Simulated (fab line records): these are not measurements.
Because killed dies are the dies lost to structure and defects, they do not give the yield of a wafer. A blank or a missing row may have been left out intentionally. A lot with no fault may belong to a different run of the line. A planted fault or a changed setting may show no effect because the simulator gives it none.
Lot-split experiment ; flow n5Finfet ; on a route of 1938 steps: 7 lots, 39 wafers read

## THE SPLIT ITSELF
At N5_BEOL_M0_SAQP_ETCH_106 (etches SOC in N2/H2, stops on SiNx, target depth 150 nm), the setting targetDepthA was moved away from the recipe's 1500 angstrom on 9 of the 39 wafers read, by -49.3% to +21.1%. For the rest of the wafers, this setting stayed at what the recipe calls for.

The reading is taken at the split's own step.

## THE READING
SOC_of_BEOL_M0_SAQP_COAT_105.thkNm (the simulator's own value, which no gauge read), in nm, at N5_BEOL_M0_SAQP_ETCH_106 (etches SOC in N2/H2, stops on SiNx, target depth 150 nm). The file gives no usual value for it. Across the 30 wafers here that went through the recipe, the average is 24.9 nm and the standard deviation 2.2 nm.

wafer;tool, chamber at the split;targetDepthA as run, angstrom;against the recipe;SOC_of_BEOL_M0_SAQP_COAT_105.thkNm, nm;against lot-mates on the recipe
L079.1;rieDiel-05, 2;1500;recipe;26.2;-
L079.2;rieDiel-05, 0;1500;recipe;24;-
L079.3;rieDiel-05, 3;1500;recipe;28.6;-
L079.4;rieDiel-05, 3;1500;recipe;29.6;-
L079.5;rieDiel-05, 0;1500;recipe;24.4;-
L079.6;rieDiel-05, 2;1500;recipe;27;-
L082.1;rieDiel-01, 2;1500;recipe;25.6;-
L082.2;rieDiel-01, 0;1500;recipe;21.6;-
L082.3;rieDiel-01, 3;1500;recipe;24.4;-
L082.4;rieDiel-01, 1;1500;recipe;23.6;-
L082.5;rieDiel-01, 0;1500;recipe;21;-
L082.6;rieDiel-01, 1;1500;recipe;23;-
L089.1;rieDiel-05, 3;1500;recipe;28.4;-
L089.5;rieDiel-05, 3;1500;recipe;28.4;-
L089.2;rieDiel-05, 0;1817;+21.1%;7.6;-20.1
L089.3;rieDiel-05, 1;1817;+21.1%;7;-20.7
L089.4;rieDiel-05, 2;1500;recipe;26.2;-
L089.6;rieDiel-05, 2;1817;+21.1%;10;-17.7
L090.1;rieDiel-01, 2;1500;recipe;25.8;-
L090.2;rieDiel-01, 1;1500;recipe;23.6;-
L090.3;rieDiel-01, 0;1500;recipe;22.2;-
L090.6;rieDiel-01, 0;1500;recipe;22.2;-
L090.4;rieDiel-01, 3;1500;recipe;24.4;-
L090.5;rieDiel-01, 3;1500;recipe;24.8;-
L094.1;rieDiel-05, 2;1500;recipe;26.2;-
L094.2;rieDiel-05, 3;1500;recipe;28.6;-
L094.3;rieDiel-05, 1;1500;recipe;24;-
L094.4;rieDiel-05, 0;1212;-19.2%;39;+12.7
L094.5;rieDiel-05, 1;1212;-19.2%;38.4;+12.1
L094.6;rieDiel-05, 2;1212;-19.2%;41.4;+15.1
L095.1;rieDiel-04, 1;1500;recipe;22.6;-
L095.2;rieDiel-04, 0;1500;recipe;23.4;-
L095.6;rieDiel-04, 3;1500;recipe;24.6;-
L097.1;rieDiel-04, 3;761.1;-49.3%;62.4;+38.3
L097.2;rieDiel-04, 2;1500;recipe;22.8;-
L097.3;rieDiel-04, 0;761.1;-49.3%;61.8;+37.7
L097.4;rieDiel-04, 2;761.1;-49.3%;60.4;+36.3
L097.5;rieDiel-04, 3;1500;recipe;25.4;-
L097.6;rieDiel-04, 0;1500;recipe;24.2;-

FIT RESULTS
A straight line over all 39 wafers: SOC_of_BEOL_M0_SAQP_COAT_105.thkNm changes by -0.754 nm for each +1% of targetDepthA; r = -0.98; the points scatter about the line by 2.1 nm.
The same after taking each lot's own level away (the mean of its wafers on the recipe; 39 wafers): -0.781 nm for each +1%; r = -0.99; scatter 1.7 nm.
Per that fit: largest targetDepthA move, reading shift of 38 nm.
From 23.20 to 27.67 nm: that is the span of the lots' own levels, equal to 2.0 times the standard deviation above.
Consequently the slope shifts little with the lot-to-lot level, the two slopes agreeing.
Check: with one of the wafers moved furthest among these (-49.3%) left out of the fit, the line predicts +37.9 nm for it against its lot-mates. It came out at +38.3 nm against them.

## FILE'S OWN FIT
SOC_of_BEOL_M0_SAQP_COAT_105.thkNm changes by -0.774 nm for each +1% of targetDepthA, r = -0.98.
